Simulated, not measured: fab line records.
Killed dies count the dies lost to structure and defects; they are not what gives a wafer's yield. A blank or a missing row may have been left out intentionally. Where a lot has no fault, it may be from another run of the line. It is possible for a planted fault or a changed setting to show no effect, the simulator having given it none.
Split-lot trial -- flow n5-finfet -- 7 lots, 21 wafers read, on a route of 1938 steps

== ON THE SPLIT ==
At N5_SD_EPI_N_PEB_07 (peb time 60 s), the setting peb-time-s was moved away from the recipe's 60 s on 7 of the 21 wafers read, by -14.6% to +19.5%. The other wafers ran this setting at the recipe's value.

== THE PATH FROM SPLIT TO READING: the file shows 1 step between them ==
- N5_SD_EPI_N_DEVELOP_08: develop time 30 s

== THE READING ==
cd-nm, in nm, at N5_SD_EPI_N_CD_MEAS_09 (target cd 120 nm). Fault-free wafers of this fab line usually give 120.1 nm, standard deviation 1.1 nm.

wafer,"tool, chamber at the split","peb-time-s as run, s",against the recipe,"cd-nm, nm",against lot-mates on the recipe
L076.1,"litho-track-01, 0",55.97,-6.7%,115.4,-4.4
L076.5,"litho-track-01, 0",60,recipe,120.0,-
L076.6,"litho-track-01, 0",60,recipe,119.7,-
L080.2,"litho-track-02, 0",60,recipe,120.8,-
L080.4,"litho-track-02, 0",51.26,-14.6%,114.7,-6.1
L080.5,"litho-track-02, 0",51.26,-14.6%,113.9,-6.9
L081.2,"litho-track-04, 0",69.3,+15.5%,126.9,+4.4
L081.3,"litho-track-04, 0",60,recipe,122.5,-
L081.4,"litho-track-04, 0",69.3,+15.5%,125.8,+3.3
L084.3,"litho-track-01, 0",60,recipe,119.1,-
L084.5,"litho-track-01, 0",71.69,+19.5%,125.4,+6.3
L084.6,"litho-track-01, 0",71.69,+19.5%,126.6,+7.5
L091.1,"litho-track-04, 0",60,recipe,121.5,-
L091.4,"litho-track-04, 0",60,recipe,121.3,-
L091.5,"litho-track-04, 0",60,recipe,121.0,-
L093.3,"litho-track-04, 0",60,recipe,121.1,-
L093.5,"litho-track-04, 0",60,recipe,121.3,-
L093.6,"litho-track-04, 0",60,recipe,122.1,-
L094.1,"litho-track-04, 0",60,recipe,120.1,-
L094.2,"litho-track-04, 0",60,recipe,122.2,-
L094.5,"litho-track-04, 0",60,recipe,121.2,-

FIT RESULTS
A straight line over all 21 wafers: cd-nm changes by +0.357 nm for each +1% of peb-time-s; r = +0.93; the points scatter about the line by 1.3 nm.
The same after taking each lot's own level away (the mean of its wafers on the recipe; 21 wafers): +0.363 nm for each +1%; r = +0.97; scatter 0.88 nm.
That fit puts the effect of the largest move of peb-time-s on the reading at 7.1 nm.
Across the lots, their own levels run from 119.10 to 122.50 nm, a range of 3.1 times the standard deviation given above.
Hence the lot-to-lot level has little effect on the slope; both slopes agree.
Check: for one of the wafers moved furthest among these (+19.5%), held out of the fit, the line's prediction against its lot-mates is +6.8 nm. It came out at +6.3 nm against them.

== THESE WAFERS: OTHER SPLITS ==
Before the reading, these wafers also passed through other splits. Each is held against what the fit with the lots' levels taken away leaves over:
other split on the same wafers,wafers away from the commonest value,r with cd-nm (lot level and that fit taken away)
N5_WELL_APT_COAT_02 spin-rpm,9,+0.07
N5_WELL_APT_DEVELOP_07 develop-time-s,8,-0.25
N5_PMOS_HMC_CHANNEL_EPI_PEB_07 peb-time-s,3,-0.51
N5_PMOS_HMC_CHANNEL_EPI_DEVELOP_08 develop-time-s,10,-0.11
N5_FIN_CUT_COAT_19 spin-rpm,8,-0.17
N5_DUMMY_GATE_COAT_34 spin-rpm,8,-0.07

== THE WHOLE CHAIN: every reading that the file lists as answering this split, in the file's order ==
step,what it does,reading,change (the file's fit),r (the file's)
N5_SD_EPI_N_CD_MEAS_09,target cd 120 nm,cd-nm,+0.362 nm for each +1% of the setting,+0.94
N5_SD_EPI_N_DESCUM_14,"chemistry O2, time 7.9 s","SD_EPI_N.cd-nm (the simulator's own value, which no gauge read)",+0.36 nm for each +1% of the setting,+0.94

== FILE'S OWN FIT ==
cd-nm changes by +0.362 nm for each +1% of peb-time-s, r = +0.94.
